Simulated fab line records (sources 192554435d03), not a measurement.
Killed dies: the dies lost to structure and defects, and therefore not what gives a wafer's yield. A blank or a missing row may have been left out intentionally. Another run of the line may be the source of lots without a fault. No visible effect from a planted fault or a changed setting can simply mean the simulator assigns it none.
fab line records + flow n5-finfet
[record]
- lots = 10
- wafers = 30
- last-day = 19
route steps=1938 shown BEOL_M3@933 BEOL_M4@1111
lots with no fault: from the same line, run without faults
start-h: the number of hours between the record's first day and the start of the first shown wafer of the lot + wait-h: time in hours since the lot's previous step + " same as the row above + L1.1+2: a row that stands for several wafers + - value missing, or start not given + * or withheld: withheld + < > ~ a bound
route shown NAME@n: a module of which the file shows steps, and the number in the route of the first + usual: mean/standard deviation taken from wafers without a fault + same: alike in all rows + chamber/n: place in a boat + sites: readings site by site + _std_site: standard deviation across them + _edge_site: the outer-site mean with the inner-site mean subtracted + radius-mm: for every site, how far away it sits from the centre of the wafer + mask NAME#n: copy n + behind: tool/chamber where the wafer was last shaped + hold: why the lot was held/for how many hours/how that ended + device: names the non-switching transistor (n, p or np) + end of line: the route-end tests of the same wafers + a step with no rows: only its recipe + killed: count of dies lost to structure and defects at first sort (not the wafer's yield) + map: shows each die of a wafer: x if killed, . if not, _ if none is there
set.NAME: setting as actually run; set.NAME@STEP: the setting as run at that earlier step + model.NAME: the simulator's own value behind a step, which no gauge read
steps of the route over a sample of lots; a table a step, a row a wafer
services: a tool's chamber out of use, with start hour (start-h, from the record's first day; less than 0 if before it), hours out, and reason
[[steps]]
[step N5_BEOL_M3_PECVD_72]
[recipe]
- material = SiO2
- target-thk-a = 160
- temp-c = 400
- precursor = TEOS/O2
- pressure-torr = 5.5
- rf-w = 450
- teos-flow-sccm = 53.8
- gas = O2
- flow-sccm = 3000
- time-s = 18
[usual]
- heater-power-w = 720/80
- showerhead-plenum-p-Torr = 8.80/0.046
- throttle-valve-pct = 22.4/1.4
| lot.wafer | tool     | chamber | start-h | wait-h | heater-power-w | showerhead-plenum-p-Torr | throttle-valve-pct |
|-----------|----------|---------|---------|--------|----------------|--------------------------|--------------------|
| L571.2    | pecvd-03 | 2       | 158.22  | 0.0    | 596            | 8.79                     | 22.3               |
| L571.3    | "        | 0       | "       | "      | 788            | 8.83                     | 23.9               |
| L571.5    | "        | 2       | "       | "      | 582            | 8.82                     | 22.4               |
| L570.2    | pecvd-02 | 1       | 158.33  | 0.0    | 811            | 8.80                     | 21.8               |
| L570.3    | "        | 0       | "       | "      | 795            | 8.74                     | 24.1               |
| L570.6    | "        | 1       | "       | "      | 787            | 8.81                     | 22.0               |
| L573.3    | pecvd-02 | 1       | 171.95  | 0.0    | 816            | 8.79                     | 21.8               |
| L573.5    | "        | 2       | "       | "      | 818            | 8.69                     | 20.6               |
| L573.6    | "        | 1       | "       | "      | 823            | 8.81                     | 21.5               |
| L575.2    | pecvd-03 | 0       | 189.37  | 0.0    | 759            | 8.84                     | 24.2               |
| L575.4    | "        | 1       | "       | "      | 710            | 8.83                     | 22.3               |
| L575.6    | "        | 2       | "       | "      | 699            | 8.81                     | 22.5               |
| L578.4    | pecvd-03 | 2       | 196.06  | 0.1    | 586            | 8.81                     | 22.4               |
| L578.5    | "        | 1       | "       | "      | 616            | 8.83                     | 22.2               |
| L578.6    | "        | 0       | "       | "      | 776            | 8.83                     | 24.5               |
| L579.2    | pecvd-03 | 0       | 207.49  | 0.0    | 748            | 8.86                     | 24.5               |
| L579.3    | "        | 0       | "       | "      | 786            | 8.84                     | 24.2               |
| L579.5    | "        | 0       | "       | "      | 764            | 8.85                     | 24.6               |
| L580.1    | pecvd-03 | 1       | 208.05  | 0.0    | 658            | 8.81                     | 22.2               |
| L580.4    | "        | 0       | "       | "      | 838            | 8.83                     | 24.3               |
| L580.6    | "        | 1       | "       | "      | 694            | 8.85                     | 22.2               |
| L591.1    | pecvd-03 | 2       | 297.97  | 0.0    | 576            | 8.81                     | 20.2               |
| L591.4    | "        | 0       | "       | "      | 804            | 8.81                     | 24.6               |
| L591.5    | "        | 2       | "       | "      | 577            | 8.79                     | 20.3               |
| L592.3    | pecvd-01 | 2       | 310.97  | 0.1    | 594            | 8.86                     | 20.8               |
| L592.5    | "        | 0       | "       | "      | 748            | 8.75                     | 21.2               |
| L592.6    | "        | 2       | "       | "      | 601            | 8.86                     | 20.6               |
| L593.1    | pecvd-02 | 2       | 315.18  | 0.0    | 761            | 8.70                     | 21.0               |
| L593.5    | "        | 2       | "       | "      | 761            | 8.71                     | 20.8               |
| L593.6    | "        | 1       | "       | "      | 807            | 8.80                     | 21.8               |
[step N5_BEOL_M3_SPUTTER_90]
[recipe]
- material = Cu
- target-thk-a = 45
- temp-c = -20
- chamber-pressure-pa = 0.07
- power-w = withheld
- time-s = 8.29
[usual]
- throttle-valve-pct = 30.7/0.96
| lot.wafer | tool           | chamber | start-h | wait-h | throttle-valve-pct |
|-----------|----------------|---------|---------|--------|--------------------|
| L571.2    | pvd-sputter-02 | -       | 163.45  | 0.1    | 30.1               |
| L571.3    | "              | -       | "       | "      | 30.5               |
| L571.5    | "              | -       | "       | "      | 29.8               |
| L570.2    | pvd-sputter-02 | -       | 169.01  | 0.1    | 30.0               |
| L570.3    | "              | -       | "       | "      | 31.4               |
| L570.6    | "              | -       | "       | "      | 31.6               |
| L573.3    | pvd-sputter-02 | -       | 181.57  | 0.1    | 30.3               |
| L573.5    | "              | -       | "       | "      | 29.8               |
| L573.6    | "              | -       | "       | "      | 32.1               |
| L575.2    | pvd-sputter-02 | -       | 196.51  | 0.1    | 29.9               |
| L575.4    | "              | -       | "       | "      | 32.3               |
| L575.6    | "              | -       | "       | "      | 31.3               |
| L578.4    | pvd-sputter-03 | -       | 206.53  | 0.1    | 28.9               |
| L578.5    | "              | -       | "       | "      | 31.2               |
| L578.6    | "              | -       | "       | "      | 28.9               |
| L580.1    | pvd-sputter-03 | -       | 216.58  | 0.1    | 30.2               |
| L580.4    | "              | -       | "       | "      | 30.8               |
| L580.6    | "              | -       | "       | "      | 28.6               |
| L579.2    | pvd-sputter-03 | -       | 227.67  | 0.1    | 31.2               |
| L579.3    | "              | -       | "       | "      | 28.9               |
| L579.5    | "              | -       | "       | "      | 30.8               |
| L591.1    | pvd-sputter-03 | -       | 304.13  | 0.1    | 30.8               |
| L591.4    | "              | -       | "       | "      | 30.4               |
| L591.5    | "              | -       | "       | "      | 30.9               |
| L592.3    | pvd-sputter-03 | -       | 317.58  | 0.1    | 28.8               |
| L592.5    | "              | -       | "       | "      | 31.3               |
| L592.6    | "              | -       | "       | "      | 30.7               |
| L593.1    | pvd-sputter-03 | -       | 325.12  | 0.1    | 30.3               |
| L593.5    | "              | -       | "       | "      | 30.4               |
| L593.6    | "              | -       | "       | "      | 30.5               |
[step N5_BEOL_M3_SPUTTER_96]
[recipe]
- material = Cu
- target-thk-a = 45
- temp-c = -20
- chamber-pressure-pa = 0.07
- power-w = withheld
- time-s = 8.29
[usual]
- throttle-valve-pct = 30.7/0.97
| lot.wafer | tool           | chamber | start-h | wait-h | throttle-valve-pct |
|-----------|----------------|---------|---------|--------|--------------------|
| L571.2    | pvd-sputter-02 | -       | 164.11  | 0.1    | 30.2               |
| L571.3    | "              | -       | "       | "      | 30.4               |
| L571.5    | "              | -       | "       | "      | 30.0               |
| L570.2    | pvd-sputter-02 | -       | 169.67  | 0.1    | 30.3               |
| L570.3    | "              | -       | "       | "      | 31.7               |
| L570.6    | "              | -       | "       | "      | 31.7               |
| L573.3    | pvd-sputter-02 | -       | 182.23  | 0.1    | 30.1               |
| L573.5    | "              | -       | "       | "      | 30.1               |
| L573.6    | "              | -       | "       | "      | 32.5               |
| L575.2    | pvd-sputter-02 | -       | 197.17  | 0.1    | 30.4               |
| L575.4    | "              | -       | "       | "      | 32.1               |
| L575.6    | "              | -       | "       | "      | 31.4               |
| L578.4    | pvd-sputter-03 | -       | 207.19  | 0.1    | 28.6               |
| L578.5    | "              | -       | "       | "      | 31.1               |
| L578.6    | "              | -       | "       | "      | 28.9               |
| L580.1    | pvd-sputter-03 | -       | 224.87  | 0.1    | 30.5               |
| L580.4    | "              | -       | "       | "      | 30.6               |
| L580.6    | "              | -       | "       | "      | 28.7               |
| L579.2    | pvd-sputter-03 | -       | 228.33  | 0.1    | 31.3               |
| L579.3    | "              | -       | "       | "      | 28.8               |
| L579.5    | "              | -       | "       | "      | 30.8               |
| L591.1    | pvd-sputter-03 | -       | 304.79  | 0.1    | 30.7               |
| L591.4    | "              | -       | "       | "      | 30.3               |
| L591.5    | "              | -       | "       | "      | 31.0               |
| L592.3    | pvd-sputter-03 | -       | 318.24  | 0.1    | 28.6               |
| L592.5    | "              | -       | "       | "      | 31.0               |
| L592.6    | "              | -       | "       | "      | 30.9               |
| L593.1    | pvd-sputter-03 | -       | 325.78  | 0.1    | 30.3               |
| L593.5    | "              | -       | "       | "      | 30.6               |
| L593.6    | "              | -       | "       | "      | 30.7               |
[step N5_BEOL_M3_CMP_52]
[recipe]
- stop-on = SiOC
- t-overpolish-s = 6.8
- down-force-psi = 1
- platen-rpm = 50
- clearing-platen-down-force-psi = 1.5
- clearing-platen-rpm = 50
- post-cmp-clean = cu-alkaline
- target-thk-nm = 40
- clearing-platen-pad-velocity-m-s = 0.99484
- pad-velocity-m-s = 0.99484
[usual]
- barrier-field-endpoint-s = 24.5/0.6
- head-pressure-psi = 1.0003/0.0022
- motor-current-A = 6.0/0.91
- slurry-flow-ml-min = 150.1/0.43
| lot.wafer | tool   | chamber | start-h | wait-h | barrier-field-endpoint-s | head-pressure-psi | motor-current-A | slurry-flow-ml-min |
|-----------|--------|---------|---------|--------|--------------------------|-------------------|-----------------|--------------------|
| L571.2    | cmp-03 | 0       | 166.07  | 0.5    | 23.6                     | 1.0051            | 7.4             | 149.9              |
| L571.3    | "      | 1       | "       | "      | 24.3                     | 1.0021            | 5.6             | 150.0              |
| L571.5    | "      | 3       | "       | "      | 24.6                     | 1.0030            | 4.9             | 149.8              |
| L570.3    | cmp-02 | 3       | 170.17  | 0.2    | 24.9                     | 0.9996            | 6.0             | 149.7              |
| L570.2    | "      | 1       | "       | "      | 24.4                     | 1.0036            | 5.1             | 149.9              |
| L570.6    | "      | 3       | "       | "      | 24.1                     | 1.0028            | 6.0             | 149.8              |
| L573.3    | cmp-02 | 2       | 187.52  | 0.3    | 24.1                     | 0.9997            | 5.8             | 149.7              |
| L573.5    | "      | 3       | "       | "      | 25.0                     | 1.0009            | 6.1             | 149.9              |
| L573.6    | "      | 0       | "       | "      | 25.0                     | 0.9973            | 6.7             | 150.3              |
| L575.2    | cmp-03 | 2       | 199.89  | 0.3    | 24.1                     | 1.0031            | 5.8             | 149.6              |
| L575.4    | "      | 3       | "       | "      | 24.6                     | 0.9988            | 5.0             | 149.7              |
| L575.6    | "      | 1       | "       | "      | 24.1                     | 1.0015            | 6.0             | 150.0              |
| L578.4    | cmp-01 | 3       | 207.88  | 0.3    | 25.1                     | 0.9988            | 5.3             | 149.7              |
| L578.6    | "      | 0       | "       | "      | 34.0                     | 0.9999            | 5.2             | 149.7              |
| L578.5    | "      | 1       | "       | "      | 34.0                     | 0.9983            | 6.0             | 149.6              |
| L580.1    | cmp-03 | 3       | 225.42  | 0.3    | 33.9                     | 1.0018            | 5.1             | 150.8              |
| L580.4    | "      | 2       | "       | "      | 23.9                     | 0.9953            | 6.2             | 150.0              |
| L580.6    | "      | 3       | "       | "      | 33.7                     | 1.0017            | 4.9             | 150.1              |
| L579.2    | cmp-02 | 1       | 229.92  | 0.2    | 24.9                     | 0.9980            | 5.1             | 149.9              |
| L579.3    | "      | 2       | "       | "      | 23.5                     | 0.9992            | 5.9             | 150.4              |
| L579.5    | "      | 1       | "       | "      | 34.1                     | 1.0011            | 5.1             | 150.6              |
| L591.1    | cmp-01 | 1       | 305.28  | 0.3    | 24.9                     | 1.0012            | 6.0             | 149.5              |
| L591.4    | "      | 0       | "       | "      | 24.3                     | 1.0003            | 5.1             | 150.0              |
| L591.5    | "      | 2       | "       | "      | 24.2                     | 1.0009            | 5.5             | 149.8              |
| L592.3    | cmp-02 | 1       | 318.73  | 0.2    | 24.7                     | 1.0004            | 5.2             | 150.8              |
| L592.6    | "      | 1       | "       | "      | 25.4                     | 0.9975            | 4.7             | 151.0              |
| L592.5    | "      | 2       | "       | "      | 24.4                     | 1.0014            | 5.5             | 150.1              |
| L593.1    | cmp-03 | 0       | 326.28  | 0.3    | 24.7                     | 1.0021            | 7.5             | 150.4              |
| L593.6    | "      | 0       | "       | "      | 24.8                     | 1.0004            | 8.1             | 150.7              |
| L593.5    | "      | 1       | "       | "      | 24.6                     | 1.0027            | 6.1             | 150.1              |
[step N5_BEOL_M3_PRE_CLEAN_60]
[recipe]
- gas = NH3/H2
- time-s = 15
- temp-c = *
- rf-power-w = 300
[usual]
- heater-power-w = 84/13
| lot.wafer | tool      | chamber | start-h | wait-h | heater-power-w |
|-----------|-----------|---------|---------|--------|----------------|
| L571.2    | cvd-co-01 | 1       | 166.43  | 0.1    | 81             |
| L571.3    | "         | 2       | "       | "      | 79             |
| L571.5    | "         | 1       | "       | "      | 79             |
| L570.2    | cvd-co-01 | 0       | 170.50  | 0.0    | 108            |
| L570.3    | "         | 2       | "       | "      | 77             |
| L570.6    | "         | 0       | "       | "      | 109            |
| L573.3    | cvd-co-02 | 2       | 187.73  | 0.0    | 66             |
| L573.5    | "         | 1       | "       | "      | 86             |
| L573.6    | "         | 0       | "       | "      | 80             |
| L575.2    | cvd-co-02 | 0       | 200.18  | 0.0    | 83             |
| L575.4    | "         | 2       | "       | "      | 67             |
| L575.6    | "         | 1       | "       | "      | 84             |
| L578.4    | cvd-co-01 | 0       | 208.12  | 0.1    | 108            |
| L578.5    | "         | 2       | "       | "      | 79             |
| L578.6    | "         | 1       | "       | "      | 83             |
| L580.1    | cvd-co-01 | 2       | 225.75  | 0.0    | 78             |
| L580.4    | "         | 1       | "       | "      | 80             |
| L580.6    | "         | 2       | "       | "      | 79             |
| L579.2    | cvd-co-01 | 1       | 230.26  | 0.0    | 81             |
| L579.3    | "         | 0       | "       | "      | 109            |
| L579.5    | "         | 1       | "       | "      | 81             |
| L591.1    | cvd-co-01 | 2       | 305.63  | 0.0    | 80             |
| L591.4    | "         | 1       | "       | "      | 80             |
| L591.5    | "         | 0       | "       | "      | 108            |
| L592.3    | cvd-co-02 | 1       | 319.06  | 0.0    | 87             |
| L592.5    | "         | 1       | "       | "      | 88             |
| L592.6    | "         | 0       | "       | "      | 82             |
| L593.1    | cvd-co-02 | 1       | 326.61  | 0.0    | 86             |
| L593.5    | "         | 1       | "       | "      | 88             |
| L593.6    | "         | 0       | "       | "      | 79             |
[step N5_BEOL_M4_RC_MEAS_101]
[usual]
- DIBL_N = 35.1/1.6
- DIBL_P = 34.9/1.8
- IOFF_N = 0.143/0.026
- IOFF_P = 0.21/0.037
- ION_N = 671/11
- ION_P = 463/7.8
- SS_N = 71.2/0.58
- SS_P = 73.0/0.54
- VT_N = 251/3
- VT_P = -250/4.1
| lot.wafer | tool      | chamber | start-h | wait-h | DIBL_N[mV/V] | DIBL_P[mV/V] | IOFF_N[nA/um] | IOFF_P[nA/um] | ION_N[uA/um] | ION_P[uA/um] | SS_N[mV/dec] | SS_P[mV/dec] | VT_N[mV] | VT_P[mV] |
|-----------|-----------|---------|---------|--------|--------------|--------------|---------------|---------------|--------------|--------------|--------------|--------------|----------|----------|
| L571.2    | prober-01 | 0       | 177.95  | 0.2    | 31.8         | 30.7         | 0.109         | 0.15          | 658          | 457          | 71.1         | 71.7         | 253      | -253     |
| L571.3    | "         | 0       | "       | "      | 34.7         | 35.7         | 0.146         | 0.21          | 667          | 465          | 72.3         | 73.5         | 250      | -249     |
| L571.5    | "         | 0       | "       | "      | 31.2         | 30.9         | 0.097         | 0.15          | 652          | 457          | 70.0         | 71.7         | 256      | -250     |
| L570.2    | prober-02 | 0       | 187.04  | 0.2    | 36.0         | 35.6         | 0.173         | 0.22          | 682          | 468          | 71.7         | 73.0         | 248      | -247     |
| L570.3    | "         | 0       | "       | "      | 35.5         | 35.7         | 0.165         | 0.23          | 682          | 468          | 71.4         | 73.1         | 247      | -244     |
| L570.6    | "         | 0       | "       | "      | 38.2         | 37.7         | 0.214         | 0.27          | 690          | 469          | 71.7         | 73.6         | 246      | -242     |
| L573.3    | prober-01 | 0       | 196.47  | 0.3    | 33.5         | 33.1         | 0.131         | 0.17          | 676          | 461          | 71.2         | 72.3         | 249      | -254     |
| L573.5    | "         | 0       | "       | "      | 33.3         | 32.9         | 0.129         | 0.17          | 670          | 453          | 71.2         | 73.0         | 251      | -255     |
| L573.6    | "         | 0       | "       | "      | 34.0         | 33.4         | 0.138         | 0.16          | 675          | 460          | 70.9         | 73.1         | 253      | -254     |
| L575.2    | prober-02 | 0       | 211.34  | 0.2    | 33.6         | 34.0         | 0.139         | 0.22          | 672          | 467          | 71.6         | 73.1         | 250      | -246     |
| L575.4    | "         | 0       | "       | "      | 31.6         | 31.3         | 0.109         | 0.18          | 659          | 467          | 70.8         | 71.9         | 252      | -249     |
| L575.6    | "         | 0       | "       | "      | 31.3         | 31.5         | 0.106         | 0.18          | 655          | 457          | 70.6         | 71.9         | 253      | -247     |
| L578.4    | prober-01 | 0       | 230.73  | 0.5    | 35.6         | 36.1         | 0.139         | 0.21          | 675          | 467          | 71.7         | 73.2         | 250      | -250     |
| L578.5    | "         | 0       | "       | "      | 33.0         | 33.0         | 0.098         | 0.17          | 654          | 456          | 70.8         | 72.1         | 256      | -252     |
| L578.6    | "         | 0       | "       | "      | 37.3         | 38.3         | 0.168         | 0.24          | 690          | 474          | 72.6         | 74.0         | 248      | -245     |
| L580.1    | prober-01 | 0       | 246.28  | 0.0    | 32.3         | 30.9         | 0.105         | 0.15          | 663          | 458          | 70.3         | 72.7         | 255      | -251     |
| L580.4    | "         | 0       | "       | "      | 35.7         | 36.4         | 0.159         | 0.22          | 677          | 466          | 71.0         | 73.3         | 248      | -246     |
| L580.6    | "         | 0       | "       | "      | 34.8         | 34.2         | 0.141         | 0.19          | 673          | 463          | 70.4         | 73.2         | 251      | -248     |
| L579.2    | prober-02 | 0       | 248.51  | 0.2    | 35.2         | 34.4         | 0.143         | 0.19          | 676          | 462          | 71.2         | 73.3         | 252      | -253     |
| L579.3    | "         | 0       | "       | "      | 36.0         | 35.8         | 0.156         | 0.21          | 678          | 466          | 72.0         | 74.1         | 249      | -250     |
| L579.5    | "         | 0       | "       | "      | 34.7         | 34.0         | 0.136         | 0.19          | 671          | 462          | 71.2         | 73.2         | 251      | -253     |
| L591.1    | prober-02 | 0       | 331.02  | 0.0    | 38.4         | 38.9         | 0.223         | 0.25          | 674          | 451          | 72.7         | 74.1         | 250      | -248     |
| L591.4    | "         | 0       | "       | "      | 33.5         | 34.8         | 0.133         | 0.19          | 675          | 461          | 70.7         | 72.9         | 252      | -248     |
| L591.5    | "         | 0       | "       | "      | 35.1         | 36.8         | 0.157         | 0.21          | 681          | 466          | 70.6         | 73.5         | 248      | -252     |
| L592.3    | prober-01 | 0       | 339.92  | 0.9    | 37.5         | 36.4         | 0.162         | 0.26          | 673          | 469          | 71.4         | 73.5         | 252      | -244     |
| L592.5    | "         | 0       | "       | "      | 35.5         | 34.0         | 0.135         | 0.23          | 673          | 466          | 71.0         | 73.5         | 251      | -247     |
| L592.6    | "         | 0       | "       | "      | 36.4         | 35.6         | 0.157         | 0.25          | 677          | 476          | 71.7         | 74.0         | 250      | -243     |
| L593.1    | prober-01 | 0       | 340.87  | 0.0    | 35.0         | 35.3         | 0.138         | 0.21          | 667          | 463          | 71.1         | 73.1         | 249      | -248     |
| L593.5    | "         | 0       | "       | "      | 34.8         | 36.6         | 0.135         | 0.23          | 661          | 462          | 71.2         | 73.1         | 249      | -247     |
| L593.6    | "         | 0       | "       | "      | 35.2         | 35.1         | 0.132         | 0.21          | 677          | 474          | 71.0         | 73.1         | 249      | -248     |
[[services]]
| tool           | chamber | start-h | hours | kind   |
|----------------|---------|---------|-------|--------|
| cvd-co-02      | -       | 135.12  | 4.3   | pm     |
| cvd-co-02      | -       | 163.65  | 6.9   | pm     |
| pecvd-01       | 0       | 166.14  | 7.5   | repair |
| pvd-sputter-03 | -       | 168.35  | 2.5   | repair |
| pecvd-03       | 2       | 172.77  | 6.1   | repair |
| cmp-03         | -       | 173.24  | 4.4   | repair |
| pecvd-01       | -       | 175.72  | 2.8   | pm     |
| cmp-02         | -       | 190.77  | 2.5   | repair |
| cmp-03         | -       | 203.97  | 4.0   | pm     |
| pecvd-01       | -       | 216.05  | 2.1   | repair |
| pecvd-01       | -       | 227.20  | 4.2   | repair |
| cmp-01         | -       | 237.79  | 4.5   | repair |
| cmp-03         | -       | 248.53  | 0.6   | repair |
| pecvd-02       | -       | 250.45  | 0.5   | repair |
| cvd-co-02      | -       | 254.53  | 0.8   | repair |
| pvd-sputter-03 | -       | 256.81  | 10.5  | repair |
| cmp-01         | -       | 271.38  | 4.5   | repair |
| cvd-co-02      | 1       | 301.81  | 3.3   | repair |
| pecvd-01       | 1       | 308.21  | 9.5   | repair |
| cmp-01         | -       | 311.58  | 2.0   | repair |
| cvd-co-02      | -       | 316.03  | 2.8   | pm     |
| cmp-01         | -       | 317.92  | 4.0   | pm     |
| pecvd-02       | -       | 318.23  | 2.8   | pm     |
| cmp-01         | -       | 325.08  | 1.0   | repair |
[[key]]
[first-sign]
- step = N5_BEOL_M3_CMP_52
- reading = barrier-field-endpoint-s
- direction = up
- sigmas = 16
- usual = 24.5
- struck = 33.9
effect none on later readings
met-at N5_BEOL_M3_PECVD_72
struck-lots L578,L579,L580
struck-wafers L578.5,L578.6,L579.5,L580.1,L580.6
not-acting-at N5_BEOL_M3_SPUTTER_90,N5_BEOL_M3_SPUTTER_96,N5_BEOL_M3_PRE_CLEAN_60
onset-between 189.37 196.06
[fault]
- kind = process-parameter-drift
- tool = pecvd-03
- chamber = -
- onset-h = 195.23
- steps = N5_BEOL_M3_PECVD_72
- channel = time-s
- offset = *
- shape = step
- end-h = 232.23
- scope = struck-wafers-only
- acts-in = *
- stated = *
